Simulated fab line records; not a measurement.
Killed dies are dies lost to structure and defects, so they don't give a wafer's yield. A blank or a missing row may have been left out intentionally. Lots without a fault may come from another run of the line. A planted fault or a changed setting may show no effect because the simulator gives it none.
Split-lot study | flow n5-finfet | route with 1938 steps; 7 lots, 39 wafers read

## ABOUT THE SPLIT
At N5_FIN_CUT_CUT_ETCH_26 (etches SiNx in CH3F/O2, target depth 39 nm, time 55.7 s), the setting time-s was moved away from the recipe's 55.7 s on 18 of the 39 wafers read, by -50.6% to +54.6%. This setting was run at the recipe's value on the other wafers.

## FROM THE SPLIT TO THE READING: what the file shows between them, 2 steps
- N5_FIN_CUT_CUT_ETCH_27: etches SiO2 in CHF3/O2, target depth 4 nm, overetch 2 nm, time 4.9 s
- N5_FIN_CUT_PRECLEAN_35: cleans in vHF, time 13.3 s

## THE READING
SOC_of_FIN_CUT_COAT_18.thk-nm (the simulator's own value, which no gauge read), in nm, at N5_FIN_CUT_CUT_ETCH_15 (etches Si in HBr/Cl2/O2, target depth 100 nm, bt time 10 s, time 42.4 s). The file does not state a usual value for it. Here, 21 wafers ran the recipe; their average is 170.3 nm with a standard deviation of 1.2 nm.

wafer  | tool, chamber at the split | time-s as run, s | against the recipe | SOC_of_FIN_CUT_COAT_18.thk-nm, nm | against lot-mates on the recipe
L080.1 | rie-diel-01, 0             | 27.53            | -50.6%             | 181.6                             | +9.0
L080.2 | rie-diel-01, 1             | 55.7             | recipe             | 174.2                             | -
L080.3 | rie-diel-01, 2             | 27.53            | -50.6%             | 179.2                             | +6.6
L080.4 | rie-diel-01, 3             | 27.53            | -50.6%             | 179.6                             | +7.0
L080.5 | rie-diel-01, 3             | 55.7             | recipe             | 172.2                             | -
L080.6 | rie-diel-01, 2             | 55.7             | recipe             | 171.4                             | -
L082.2 | rie-diel-06, 1             | 55.7             | recipe             | 169.2                             | -
L082.4 | rie-diel-06, 3             | 55.7             | recipe             | 171                               | -
L082.6 | rie-diel-06, 1             | 55.7             | recipe             | 170.8                             | -
L087.1 | rie-diel-06, 0             | 65.82            | +18.2%             | 167.4                             | -3.3
L087.2 | rie-diel-06, 2             | 55.7             | recipe             | 170.8                             | -
L087.3 | rie-diel-06, 1             | 55.7             | recipe             | 170.2                             | -
L087.4 | rie-diel-06, 0             | 65.82            | +18.2%             | 167                               | -3.7
L087.6 | rie-diel-06, 1             | 65.82            | +18.2%             | 167                               | -3.7
L087.5 | rie-diel-06, 2             | 55.7             | recipe             | 171                               | -
L090.1 | rie-diel-05, 3             | 55.7             | recipe             | 169.4                             | -
L090.2 | rie-diel-05, 0             | 86.13            | +54.6%             | 158.8                             | -10.8
L090.3 | rie-diel-05, 1             | 55.7             | recipe             | 169.6                             | -
L090.4 | rie-diel-05, 2             | 86.13            | +54.6%             | 160.4                             | -9.2
L090.5 | rie-diel-05, 1             | 55.7             | recipe             | 169.8                             | -
L090.6 | rie-diel-05, 2             | 86.13            | +54.6%             | 160.2                             | -9.4
L091.1 | rie-diel-05, 3             | 55.7             | recipe             | 170.2                             | -
L091.2 | rie-diel-05, 0             | 42.41            | -23.9%             | 171.8                             | +2.0
L091.3 | rie-diel-05, 1             | 55.7             | recipe             | 170                               | -
L091.4 | rie-diel-05, 2             | 55.7             | recipe             | 169.2                             | -
L091.5 | rie-diel-05, 1             | 42.41            | -23.9%             | 173.2                             | +3.4
L091.6 | rie-diel-05, 0             | 42.41            | -23.9%             | 172.6                             | +2.8
L094.1 | rie-diel-06, 0             | 55.7             | recipe             | 170.6                             | -
L094.2 | rie-diel-06, 1             | 55.7             | recipe             | 170.6                             | -
L094.3 | rie-diel-06, 2             | 82.5             | +48.1%             | 161                               | -9.3
L094.4 | rie-diel-06, 3             | 55.7             | recipe             | 169.6                             | -
L094.5 | rie-diel-06, 2             | 82.5             | +48.1%             | 160.6                             | -9.7
L094.6 | rie-diel-06, 1             | 82.5             | +48.1%             | 161.6                             | -8.7
L095.1 | rie-diel-06, 0             | 70.42            | +26.4%             | 164.4                             | -4.5
L095.2 | rie-diel-06, 2             | 55.7             | recipe             | 168.2                             | -
L095.3 | rie-diel-06, 3             | 70.42            | +26.4%             | 163.6                             | -5.3
L095.4 | rie-diel-06, 1             | 55.7             | recipe             | 169.4                             | -
L095.5 | rie-diel-06, 2             | 70.42            | +26.4%             | 164                               | -4.9
L095.6 | rie-diel-06, 1             | 55.7             | recipe             | 169.2                             | -

THE FIT
A straight line over all 39 wafers: SOC_of_FIN_CUT_COAT_18.thk-nm changes by -0.188 nm for each +1% of time-s; r = -0.97; the points scatter about the line by 1.3 nm.
The same after taking each lot's own level away (the mean of its wafers on the recipe; 39 wafers): -0.168 nm for each +1%; r = -0.98; scatter 0.8 nm.
Per that fit: largest time-s move, reading shift of 9.2 nm.
Measured against the standard deviation above, the lots' own levels, which go from 168.93 to 172.60 nm, span 2.9 times it.
Hence the slope depends on the lot-to-lot level, as the two fits are not the same.
Check: for one of the wafers moved furthest among these (+54.6%), held out of the fit, the line's prediction against its lot-mates is -9.41 nm. It came out at -10.8 nm against them.

## THE WHOLE CHAIN: every reading that the file lists as answering this split, in the file's order
step                   | what it does                                                            | reading                                                                        | change (the file's fit)               | r (the file's)
N5_FIN_CUT_CUT_ETCH_26 | etches SiNx in CH3F/O2, target depth 39 nm, time 55.7 s                 | etch.depth-nm (the simulator's own value, which no gauge read)                 | +0.394 nm for each +1% of the setting | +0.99
N5_FIN_CUT_CUT_ETCH_26 | etches SiNx in CH3F/O2, target depth 39 nm, time 55.7 s                 | SOC_of_FIN_CUT_COAT_18.thk-nm (the simulator's own value, which no gauge read) | -0.177 nm for each +1% of the setting | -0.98
N5_FIN_CUT_CUT_ETCH_15 | etches Si in HBr/Cl2/O2, target depth 100 nm, bt time 10 s, time 42.4 s | SOC_of_FIN_CUT_COAT_18.thk-nm (the simulator's own value, which no gauge read) | -0.171 nm for each +1% of the setting | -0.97

## THE FILE'S OWN FIT
SOC_of_FIN_CUT_COAT_18.thk-nm changes by -0.171 nm for each +1% of time-s, r = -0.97.
